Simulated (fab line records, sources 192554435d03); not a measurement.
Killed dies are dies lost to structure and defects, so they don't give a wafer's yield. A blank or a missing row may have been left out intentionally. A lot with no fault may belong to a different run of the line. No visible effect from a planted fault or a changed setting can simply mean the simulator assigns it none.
Chamber matching    flow n5 finfet    ald sin-04 running N5_GATE_CUT_SAC_CAP_01: 4 sister chambers
The step material SiNx, target thk 24 nm, pulse time 1 s, ald cycles 480. 4 wafers are shown with their chamber, then 12 later ones without.

WAFERS PAIRED WITH THEIR CHAMBERS
wafer   chamber  heater power w (W)
L084.2  1        886
L089.6  0        709
L090.5  2        893
L090.6  3        907

WAFERS MISSING THEIR CHAMBER
wafer   heater power w (W)
L091.2  705
L091.3  913
L091.4  863
L092.2  881
L092.4  861
L092.5  846
L093.2  886
L093.3  712
L093.4  860
L097.1  866
L097.2  913
L097.5  724

WHICH CHAMBER EACH WENT THROUGH
wafer   from the rows above           in truth
L091.2  0                             0
L091.3  can't be placed: 3 or 2 or 1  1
L091.4  can't be placed: 1 or 2 or 3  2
L092.2  can't be placed: 1 or 2 or 3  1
L092.4  can't be placed: 1 or 2 or 3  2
L092.5  can't be placed: 1 or 2 or 3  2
L093.2  can't be placed: 1 or 2 or 3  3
L093.3  0                             0
L093.4  can't be placed: 1 or 2 or 3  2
L097.1  can't be placed: 1 or 2 or 3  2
L097.2  can't be placed: 3 or 2 or 1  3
L097.5  0                             0
Placed correctly: 3 of 12. Can't be placed from these rows: 9 (the true chamber is among the candidates in 9). Number placed wrongly: 0.
How it was worked out, from the rows above alone: a wafer's distance from a chamber is the root of the sum, over the readings, of the square of ((its reading less the chamber's mean) divided by the reading's scatter). The wafer belongs to the nearest chamber; if the next one is less than 2 further off, it can't be placed. For every chamber, the mean is computed from those of its wafers that are shown. The scatter (one wafer shown for each chamber): square how far every hidden wafer sits from the nearest shown wafer, average those squares and take the square root.
